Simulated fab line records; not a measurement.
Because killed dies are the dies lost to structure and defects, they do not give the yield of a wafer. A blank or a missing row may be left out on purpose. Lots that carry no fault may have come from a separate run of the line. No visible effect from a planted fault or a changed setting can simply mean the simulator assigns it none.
Chamber matching | flow nand-harc | NHARC_A_M1_CMP_23 on cmp-03: 4 sister chambers
The step polishes, t overpolish 20 s, target thk 154.34 nm. 4 wafers are shown with their chamber, then 8 later ones without.

WAFERS WITH THEIR CHAMBER
wafer  | chamber | motor-current-A (A)
L084.1 | 0       | 12.5
L084.2 | 1       | 11.5
L084.6 | 2       | 10.4
L089.3 | 3       | 13.7

WAFERS MISSING THEIR CHAMBER
wafer  | motor-current-A (A)
L089.4 | 11.0
L089.6 | 10.8
L090.2 | 10.2
L090.3 | 13.2
L090.6 | 10.7
L092.2 | 10.7
L092.3 | 11.1
L092.4 | 13.2

EACH ONE'S CHAMBER
wafer  | from the rows above     | in truth
L089.4 | can't be placed: 1 or 2 | 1
L089.6 | can't be placed: 2 or 1 | 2
L090.2 | 2                       | 2
L090.3 | can't be placed: 3 or 0 | 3
L090.6 | can't be placed: 2 or 1 | 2
L092.2 | can't be placed: 2 or 1 | 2
L092.3 | can't be placed: 1 or 2 | 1
L092.4 | can't be placed: 3 or 0 | 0
1 of 8 placed correctly. Not placeable from these rows: 7 (in 7, the candidates include the true chamber). Placed wrongly: 0.
How it was worked out, from the rows above alone: a wafer's distance from a chamber is the root of the sum, over the readings, of the square of ((its reading less the chamber's mean) divided by the reading's scatter). The wafer belongs to the nearest chamber; if the next one is less than 2 further off, it can't be placed. For every chamber, the mean is computed from those of its wafers that are shown. The scatter: root of mean squared gap, hidden wafer to nearest shown wafer, with one shown wafer a chamber.
